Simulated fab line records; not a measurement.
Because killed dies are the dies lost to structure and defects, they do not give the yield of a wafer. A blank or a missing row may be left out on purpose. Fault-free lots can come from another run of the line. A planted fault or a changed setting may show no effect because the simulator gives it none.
Chamber matching || flow nandHarc || NHARC_A_BLC_CMP_25 on cmp-04: 4 sister chambers
The step polishes, t overpolish 30 s, target thk 150 nm. 20 wafers are shown with their chamber, then 10 later ones without.

== WAFERS PAIRED WITH THEIR CHAMBERS ==
{"wafer": "L078.1", "chamber": 0, "motorCurrentA (A)": 11.1, "timeToEndpointS (s)": 31, "overpolishRunS (s)": 30.013}
{"wafer": "L078.3", "chamber": 2, "motorCurrentA (A)": 11.6, "timeToEndpointS (s)": 35, "overpolishRunS (s)": 29.992}
{"wafer": "L078.4", "chamber": 1, "motorCurrentA (A)": 13.6, "timeToEndpointS (s)": 30, "overpolishRunS (s)": 30.016}
{"wafer": "L079.1", "chamber": 1, "motorCurrentA (A)": 13.8, "timeToEndpointS (s)": 30, "overpolishRunS (s)": 29.991}
{"wafer": "L079.4", "chamber": 0, "motorCurrentA (A)": 11.1, "timeToEndpointS (s)": 31, "overpolishRunS (s)": 29.993}
{"wafer": "L079.5", "chamber": 0, "motorCurrentA (A)": 11.1, "timeToEndpointS (s)": 30, "overpolishRunS (s)": 29.996}
{"wafer": "L080.1", "chamber": 0, "motorCurrentA (A)": 10.9, "timeToEndpointS (s)": 33, "overpolishRunS (s)": 29.997}
{"wafer": "L080.3", "chamber": 3, "motorCurrentA (A)": 14.3, "timeToEndpointS (s)": 32, "overpolishRunS (s)": 30.003}
{"wafer": "L080.4", "chamber": 2, "motorCurrentA (A)": 11.5, "timeToEndpointS (s)": 32, "overpolishRunS (s)": 30.012}
{"wafer": "L082.1", "chamber": 0, "motorCurrentA (A)": 10.5, "timeToEndpointS (s)": 30, "overpolishRunS (s)": 29.990}
{"wafer": "L082.2", "chamber": 2, "motorCurrentA (A)": 12.0, "timeToEndpointS (s)": 30, "overpolishRunS (s)": 30.014}
{"wafer": "L082.4", "chamber": 3, "motorCurrentA (A)": 14.3, "timeToEndpointS (s)": 30, "overpolishRunS (s)": 29.990}
{"wafer": "L083.1", "chamber": 2, "motorCurrentA (A)": 11.3, "timeToEndpointS (s)": 32, "overpolishRunS (s)": 30.007}
{"wafer": "L083.2", "chamber": 1, "motorCurrentA (A)": 13.2, "timeToEndpointS (s)": 28, "overpolishRunS (s)": 30.014}
{"wafer": "L083.4", "chamber": 0, "motorCurrentA (A)": 11.2, "timeToEndpointS (s)": 28, "overpolishRunS (s)": 30.011}
{"wafer": "L085.1", "chamber": 0, "motorCurrentA (A)": 10.9, "timeToEndpointS (s)": 30, "overpolishRunS (s)": 29.984}
{"wafer": "L085.4", "chamber": 1, "motorCurrentA (A)": 13.8, "timeToEndpointS (s)": 30, "overpolishRunS (s)": 29.998}
{"wafer": "L085.5", "chamber": 3, "motorCurrentA (A)": 13.6, "timeToEndpointS (s)": 29, "overpolishRunS (s)": 29.996}
{"wafer": "L092.1", "chamber": 2, "motorCurrentA (A)": 11.3, "timeToEndpointS (s)": 31, "overpolishRunS (s)": 29.992}
{"wafer": "L092.2", "chamber": 0, "motorCurrentA (A)": 11.0, "timeToEndpointS (s)": 29, "overpolishRunS (s)": 30.002}

SIGNATURES (averages over the wafers above)
{"reading": "motorCurrentA", "chamber 0": 10.975, "chamber 1": 13.600, "chamber 2": 11.540, "chamber 3": 14.067, "scatter within a chamber": 0.278}
{"reading": "timeToEndpointS", "chamber 0": 30.25, "chamber 1": 29.50, "chamber 2": 32.00, "chamber 3": 30.33, "scatter within a chamber": 1.52}
{"reading": "overpolishRunS", "chamber 0": 29.99825, "chamber 1": 30.00475, "chamber 2": 30.00340, "chamber 3": 29.99633, "scatter within a chamber": 0.0103}
Rule: a wafer's distance from a chamber is the root of the sum, over the readings, of the square of ((its reading less the chamber's mean) divided by the reading's scatter). The wafer belongs to the nearest chamber; if the next one is less than 2 further off, it can't be placed. How the scatter is found: for the shown wafers, subtract from each reading the mean of its chamber, square and add these, divide the total by (wafers less chambers), then take the root.

== WAFERS WITH NO CHAMBER GIVEN ==
{"wafer": "L092.3", "motorCurrentA (A)": 14.0, "timeToEndpointS (s)": 29, "overpolishRunS (s)": 29.999}
{"wafer": "L093.2", "motorCurrentA (A)": 10.8, "timeToEndpointS (s)": 28, "overpolishRunS (s)": 30.003}
{"wafer": "L093.3", "motorCurrentA (A)": 14.2, "timeToEndpointS (s)": 31, "overpolishRunS (s)": 30.005}
{"wafer": "L093.6", "motorCurrentA (A)": 11.6, "timeToEndpointS (s)": 26, "overpolishRunS (s)": 30.000}
{"wafer": "L096.1", "motorCurrentA (A)": 11.3, "timeToEndpointS (s)": 34, "overpolishRunS (s)": 29.989}
{"wafer": "L096.2", "motorCurrentA (A)": 13.9, "timeToEndpointS (s)": 36, "overpolishRunS (s)": 29.987}
{"wafer": "L096.3", "motorCurrentA (A)": 13.2, "timeToEndpointS (s)": 33, "overpolishRunS (s)": 29.995}
{"wafer": "L095.3", "motorCurrentA (A)": 14.8, "timeToEndpointS (s)": 31, "overpolishRunS (s)": 30.003}
{"wafer": "L095.5", "motorCurrentA (A)": 13.7, "timeToEndpointS (s)": 31, "overpolishRunS (s)": 30.008}
{"wafer": "L095.6", "motorCurrentA (A)": 11.3, "timeToEndpointS (s)": 31, "overpolishRunS (s)": 29.985}

== WHICH CHAMBER EACH WENT THROUGH ==
{"wafer": "L092.3", "from the rows above": "can't be placed: 3 or 1", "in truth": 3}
{"wafer": "L093.2", "from the rows above": 0, "in truth": 0}
{"wafer": "L093.3", "from the rows above": "can't be placed: 3 or 1", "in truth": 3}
{"wafer": "L093.6", "from the rows above": "can't be placed: 0 or 2", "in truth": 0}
{"wafer": "L096.1", "from the rows above": "can't be placed: 2 or 0", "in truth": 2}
{"wafer": "L096.2", "from the rows above": "can't be placed: 3 or 1", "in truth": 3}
{"wafer": "L096.3", "from the rows above": "can't be placed: 1 or 3", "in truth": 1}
{"wafer": "L095.3", "from the rows above": "can't be placed: 3 or 1", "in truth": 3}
{"wafer": "L095.5", "from the rows above": "can't be placed: 1 or 3", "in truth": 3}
{"wafer": "L095.6", "from the rows above": "can't be placed: 0 or 2", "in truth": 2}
1 of 10 placed correctly. Cannot be placed on the basis of these rows: 9; the candidates contain the true chamber in 9. Placed wrongly: 0.
